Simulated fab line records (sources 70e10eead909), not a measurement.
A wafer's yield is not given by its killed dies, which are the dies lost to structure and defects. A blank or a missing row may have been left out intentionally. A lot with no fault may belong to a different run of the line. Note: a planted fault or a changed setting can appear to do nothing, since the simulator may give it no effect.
fab line records ; flow nand-harc
record lots=12; wafers=36; last-day=35
route steps=1302 shown P_ZERO_WELL@14 P_STI@88
lots that met no fault: from a run of the same line without faults
start-h: hours from the record's first day to the start of the lot's first wafer shown ; wait-h: how many hours have passed since the lot's step before this one ; " identical to the entry in the row above ; L1.1+2: several wafers, shown together as one row ; - either no value or no given start ; * or withheld: withheld ; < > ~ a bound
route shown NAME@n: NAME is a module with steps in the file, n the number in the route of the first one ; usual: mean and standard deviation over wafers with no fault ; same: alike in all rows ; chamber/n: place in a boat ; sites: per-site readings ; _std_site: the values' standard deviation ; _edge_site: outer sites' mean less inner sites' ; radius-mm: how far each site lies from the wafer's centre ; mask NAME#n: copy n ; behind: the most recent tool/chamber to have shaped the wafer ; hold: the reason the lot was held/the length of the hold in hours/how it ended ; device: names the non-switching transistor (n, p or np) ; end of line: the tests these same wafers got at the end of their route ; for a step that has no rows: nothing shown but its recipe ; killed: dies lost to structure and defects at the first sort, not the wafer's yield ; map: dies across one wafer; x = killed, . = not, _ = none there
set.NAME: the setting the step ran with; set.NAME@STEP: the setting that earlier step ran with ; model.NAME: the simulator's own value behind a step, which no gauge read
steps of the route over a sample of lots; a table a step, a row a wafer
services: the hour from which a tool's chamber was out of use, counted from the record's first day as start-h (under 0 if before that day), plus the number of hours and why
## steps
# step NHARC_P_ZERO_WELL_CD_MEAS_11
# recipe target-cd-nm=500; landing-energy-ev=500
# usual cd-nm=498.5/1.7
lot.wafer;tool;chamber;start-h;wait-h;cd-nm
L418.2;cd-sem-01;0;21.25;-;498.6
L418.3;cd-sem-01;0;21.25;-;498.4
L418.5;cd-sem-01;0;21.25;-;499.0
L419.1;cd-sem-01;0;31.26;-;497.4
L419.3;cd-sem-01;0;31.26;-;497.0
L419.4;cd-sem-01;0;31.26;-;495.3
L420.2;cd-sem-03;0;41.25;-;498.7
L420.4;cd-sem-03;0;41.25;-;497.6
L420.5;cd-sem-03;0;41.25;-;496.9
L421.1;cd-sem-03;0;51.30;-;497.4
L421.5;cd-sem-03;0;51.30;-;498.0
L421.6;cd-sem-03;0;51.30;-;498.3
L422.1;cd-sem-01;0;61.13;-;499.0
L422.3;cd-sem-01;0;61.13;-;495.6
L422.5;cd-sem-01;0;61.13;-;495.0
L426.2;cd-sem-03;0;101.25;-;499.5
L426.3;cd-sem-03;0;101.25;-;499.6
L426.6;cd-sem-03;0;101.25;-;499.7
L427.1;cd-sem-01;0;111.24;-;500.3
L427.2;cd-sem-01;0;111.24;-;500.1
L427.4;cd-sem-01;0;111.24;-;498.4
L428.3;cd-sem-02;0;121.25;-;498.9
L428.4;cd-sem-02;0;121.25;-;497.0
L428.5;cd-sem-02;0;121.25;-;496.3
L431.1;cd-sem-03;0;151.24;-;497.0
L431.2;cd-sem-03;0;151.24;-;500.3
L431.5;cd-sem-03;0;151.24;-;501.4
L436.1;cd-sem-02;0;201.24;-;498.1
L436.5;cd-sem-02;0;201.24;-;495.2
L436.6;cd-sem-02;0;201.24;-;499.6
L440.3;cd-sem-02;0;241.13;-;498.8
L440.5;cd-sem-02;0;241.13;-;497.3
L440.6;cd-sem-02;0;241.13;-;498.4
L441.2;cd-sem-03;0;251.25;-;498.1
L441.3;cd-sem-03;0;251.25;-;499.4
L441.6;cd-sem-03;0;251.25;-;498.7
# step NHARC_P_ZERO_WELL_EXPOSE_34
# recipe na=0.6; target-cd-nm=720; dose-mj=22.31; mask-id=P_PWELL
# usual exposure-dose-mJ-cm2=22.308/0.021
# same na=0.6
lot.wafer;tool;chamber;start-h;wait-h;mask;exposure-dose-mJ-cm2
L418.2;krf-scanner-02;0;23.95;-;P_PWELL#0;22.290
L418.3;krf-scanner-02;0;23.95;-;P_PWELL#0;22.272
L418.5;krf-scanner-02;0;23.95;-;P_PWELL#0;22.284
L419.1;krf-scanner-02;0;34.01;-;P_PWELL#0;22.286
L419.3;krf-scanner-02;0;34.01;-;P_PWELL#0;22.292
L419.4;krf-scanner-02;0;34.01;-;P_PWELL#0;22.264
L420.2;krf-scanner-03;0;43.98;-;P_PWELL#0;22.298
L420.4;krf-scanner-03;0;43.98;-;P_PWELL#0;22.290
L420.5;krf-scanner-03;0;43.98;-;P_PWELL#0;22.294
L421.1;krf-scanner-02;0;54.17;-;P_PWELL#0;22.331
L421.5;krf-scanner-02;0;54.17;-;P_PWELL#0;22.326
L421.6;krf-scanner-02;0;54.17;-;P_PWELL#0;22.343
L422.1;krf-scanner-02;0;63.94;-;P_PWELL#0;22.328
L422.3;krf-scanner-02;0;63.94;-;P_PWELL#0;22.307
L422.5;krf-scanner-02;0;63.94;-;P_PWELL#0;22.326
L426.2;krf-scanner-01;0;104.08;-;P_PWELL#0;22.288
L426.3;krf-scanner-01;0;104.08;-;P_PWELL#0;22.296
L426.6;krf-scanner-01;0;104.08;-;P_PWELL#0;22.308
L427.1;krf-scanner-01;0;113.82;-;P_PWELL#0;22.576
L427.2;krf-scanner-01;0;113.82;-;P_PWELL#0;22.583
L427.4;krf-scanner-01;0;113.82;-;P_PWELL#0;22.562
L428.3;krf-scanner-02;0;124.19;-;P_PWELL#0;22.324
L428.4;krf-scanner-02;0;124.19;-;P_PWELL#0;22.307
L428.5;krf-scanner-02;0;124.19;-;P_PWELL#0;22.283
L431.1;krf-scanner-01;0;154.07;-;P_PWELL#0;22.589
L431.2;krf-scanner-01;0;154.07;-;P_PWELL#0;22.595
L431.5;krf-scanner-01;0;154.07;-;P_PWELL#0;22.586
L436.1;krf-scanner-02;0;204.15;-;P_PWELL#0;22.349
L436.5;krf-scanner-02;0;204.15;-;P_PWELL#0;22.296
L436.6;krf-scanner-02;0;204.15;-;P_PWELL#0;22.331
L440.3;krf-scanner-02;0;244.09;-;P_PWELL#0;22.265
L440.5;krf-scanner-02;0;244.09;-;P_PWELL#0;22.288
L440.6;krf-scanner-02;0;244.09;-;P_PWELL#0;22.292
L441.2;krf-scanner-03;0;254.11;-;P_PWELL#0;22.300
L441.3;krf-scanner-03;0;254.11;-;P_PWELL#0;22.278
L441.6;krf-scanner-03;0;254.11;-;P_PWELL#0;22.267
# step NHARC_P_STI_ETCH_42
# recipe target-depth-a=800; overetch-a=240; time-s=61; ion-energy-ev=200; n2-flow-sccm=150; h2-flow-sccm=150; ar-flow-sccm=0; rf-w=400; bias-w=150; chemistry=N2/H2
# usual drypump-motor-current-A=5.6/0.52; oes-product-au=0.998/0.01; rf-vpp-V=430.7/2.4; showerhead-plenum-p-Torr=2.04/0.087; throttle-valve-pct=14.170/0.0093
lot.wafer;tool;chamber;start-h;wait-h;drypump-motor-current-A;oes-product-au;rf-hours-counter-h;rf-vpp-V;showerhead-plenum-p-Torr;throttle-valve-pct
L418.2;rie-diel-12;3;43.25;0.1;5.9;1.000;11;426.3;1.93;14.174
L418.3;rie-diel-12;0;43.25;0.1;6.3;0.995;11;430.3;2.00;14.149
L418.5;rie-diel-12;0;43.25;0.1;6.3;0.996;-;428.8;2.00;14.162
L419.4;rie-diel-08;0;56.50;0.1;5.0;0.989;1;432.2;2.16;14.164
L419.1;rie-diel-08;1;56.50;0.1;5.8;1.009;1;426.9;1.94;14.169
L419.3;rie-diel-08;3;56.50;0.1;5.5;1.005;1;433.2;2.17;14.165
L420.4;rie-diel-03;0;62.60;0.1;6.7;0.992;8;428.6;1.98;14.165
L420.2;rie-diel-03;1;62.60;0.1;5.8;1.003;9;431.0;2.03;14.177
L420.5;rie-diel-03;3;62.60;0.1;5.3;0.995;-;430.8;2.04;14.170
L421.1;rie-diel-12;3;73.95;0.1;5.9;0.999;14;426.6;1.93;14.181
L421.5;rie-diel-12;0;73.95;0.1;6.3;0.977;-;430.7;2.00;14.178
L421.6;rie-diel-12;1;73.95;0.1;5.7;0.983;-;430.6;2.01;14.162
L422.1;rie-diel-12;2;84.17;0.1;5.3;0.989;12;432.6;2.12;14.162
L422.3;rie-diel-12;3;84.17;0.1;5.9;0.994;15;428.4;1.93;14.173
L422.5;rie-diel-12;1;84.17;0.1;5.7;0.988;-;430.3;2.01;14.157
L426.3;rie-diel-03;1;124.28;0.1;5.7;0.993;0;432.1;2.03;14.165
L426.2;rie-diel-03;0;124.28;0.1;6.7;0.984;0;428.5;1.97;14.164
L426.6;rie-diel-03;2;124.28;0.1;5.6;1.002;-;435.3;2.18;14.174
L427.4;rie-diel-08;3;133.70;0.1;5.5;0.997;5;434.2;2.17;14.155
L427.2;rie-diel-08;0;133.70;0.1;5.0;0.987;6;432.8;2.16;14.169
L427.1;rie-diel-08;1;133.70;0.1;5.8;0.999;5;428.0;1.94;14.172
L428.4;rie-diel-12;0;143.04;0.1;6.4;0.987;3;429.1;2.00;14.170
L428.3;rie-diel-12;2;143.04;0.1;5.3;0.984;5;432.8;2.12;14.188
L428.5;rie-diel-12;0;143.04;0.1;6.4;0.985;-;431.1;2.00;14.175
L431.1;rie-diel-12;3;173.16;0.1;5.9;1.000;8;428.4;1.93;14.150
L431.2;rie-diel-12;0;173.16;0.1;6.3;0.996;5;429.5;1.99;14.178
L431.5;rie-diel-12;2;173.16;0.1;5.3;0.985;-;433.4;2.12;14.183
L436.1;rie-diel-03;1;223.50;0.1;5.7;0.999;7;430.1;2.03;14.170
L436.6;rie-diel-03;2;223.50;0.1;5.6;1.008;-;434.9;2.18;14.159
L436.5;rie-diel-03;3;223.50;0.1;5.3;0.994;-;430.6;2.03;14.172
L440.3;rie-diel-12;1;263.27;0.1;5.7;1.013;14;429.4;2.00;14.181
L440.6;rie-diel-12;2;263.27;0.1;5.3;1.000;-;431.8;2.12;14.165
L440.5;rie-diel-12;3;263.27;0.1;5.9;1.007;-;427.6;1.92;14.171
L441.3;rie-diel-08;2;272.68;0.1;4.8;1.010;4;430.0;1.98;14.164
L441.2;rie-diel-08;0;272.68;0.1;5.0;1.009;4;433.9;2.16;14.156
L441.6;rie-diel-08;2;272.68;0.1;4.8;1.019;-;428.4;1.98;14.174
# step NHARC_P_STI_OCD_MEAS_17
# usual trench-depth-nm=297/3.7; trench-foot-cd-nm=157.5/2.4
lot.wafer;tool;chamber;start-h;wait-h;trench-depth-nm;trench-foot-cd-nm
L418.2;ocd-02;-;43.70;0.1;298;157.7
L418.3;ocd-02;-;43.70;0.1;304;154.7
L418.5;ocd-02;-;43.70;0.1;304;158.3
L419.1;ocd-01;-;56.94;0.1;295;158.3
L419.3;ocd-01;-;56.94;0.1;298;159.1
L419.4;ocd-01;-;56.94;0.1;303;160.2
L420.2;ocd-01;-;63.03;0.1;291;160.6
L420.4;ocd-01;-;63.03;0.1;302;156.6
L420.5;ocd-01;-;63.03;0.1;292;158.1
L421.1;ocd-01;-;74.37;0.1;295;159.7
L421.5;ocd-01;-;74.37;0.1;299;159.0
L421.6;ocd-01;-;74.37;0.1;298;155.0
L422.1;ocd-02;-;84.59;0.1;290;158.2
L422.3;ocd-02;-;84.59;0.1;298;154.2
L422.5;ocd-02;-;84.59;0.1;301;156.8
L426.2;ocd-02;-;124.72;0.1;294;157.0
L426.3;ocd-02;-;124.72;0.1;303;160.1
L426.6;ocd-02;-;124.72;0.1;298;157.7
L427.1;ocd-02;-;134.14;0.1;299;157.3
L427.2;ocd-02;-;134.14;0.1;295;155.3
L427.4;ocd-02;-;134.14;0.1;298;156.8
L428.3;ocd-01;-;143.47;0.1;307;160.0
L428.4;ocd-01;-;143.47;0.1;300;158.4
L428.5;ocd-01;-;143.47;0.1;303;159.1
L431.1;ocd-01;-;173.60;0.1;298;157.5
L431.2;ocd-01;-;173.60;0.1;296;159.5
L431.5;ocd-01;-;173.60;0.1;291;159.2
L436.1;ocd-02;-;223.93;0.1;299;158.1
L436.5;ocd-02;-;223.93;0.1;299;159.0
L436.6;ocd-02;-;223.93;0.1;296;159.8
L440.3;ocd-01;-;263.69;0.1;298;161.3
L440.5;ocd-01;-;263.69;0.1;292;160.7
L440.6;ocd-01;-;263.69;0.1;297;158.8
L441.2;ocd-01;-;273.12;0.1;296;161.6
L441.3;ocd-01;-;273.12;0.1;303;157.3
L441.6;ocd-01;-;273.12;0.1;298;161.4
## services
tool;chamber;start-h;hours;kind
rie-diel-08;-;13.92;9.0;pm
rie-diel-12;1;30.22;22.8;repair
krf-scanner-02;-;44.67;3.1;repair
krf-scanner-03;-;52.00;4.0;pm
rie-diel-12;0;57.44;4.1;repair
krf-scanner-02;-;74.36;0.4;repair
krf-scanner-02;-;86.08;5.8;repair
rie-diel-12;3;88.12;15.8;repair
rie-diel-12;-;91.80;9.0;pm
krf-scanner-02;-;94.00;4.0;pm
rie-diel-03;-;104.30;9.0;pm
rie-diel-12;0;118.72;4.5;repair
rie-diel-12;0;124.99;9.8;repair
krf-scanner-02;-;126.58;2.2;repair
krf-scanner-03;-;135.84;2.8;repair
krf-scanner-01;-;140.00;4.0;pm
krf-scanner-02;-;143.32;0.5;repair
rie-diel-03;2;151.05;5.6;repair
krf-scanner-01;-;152.50;0.4;repair
rie-diel-12;0;187.32;14.6;repair
rie-diel-08;-;190.92;9.0;pm
rie-diel-12;-;252.69;0.6;repair
krf-scanner-02;-;266.00;4.0;pm
rie-diel-12;-;268.80;9.0;pm
## key
first-sign step=NHARC_P_ZERO_WELL_EXPOSE_34; reading=exposure-dose-mJ-cm2; direction=up; sigmas=13; usual=22.308; struck=22.582
effect none on later readings
met-at NHARC_P_ZERO_WELL_EXPOSE_34
struck-lots L427,L431
tester-left-out L427,L431
not-acting-at NHARC_P_ZERO_WELL_CD_MEAS_11,NHARC_P_STI_ETCH_42,NHARC_P_STI_OCD_MEAS_17
onset-between 104.08 113.82
fault kind=process-parameter-drift; tool=krf-scanner-01; chamber=-; onset-h=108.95; steps=NHARC_P_ZERO_WELL_EXPOSE_34; channel=dose-mj; offset=0.27895; shape=step; acts-in=these-recipes-only; stated=22.31
# tester-left-out: of these lots the tester's yield and bins aren't shown, on N5 and GAA mostly nor the transistor test; their killed dies are dies lost to structure and defects alone, not to doping, threshold or leakage, so they don't give the yield
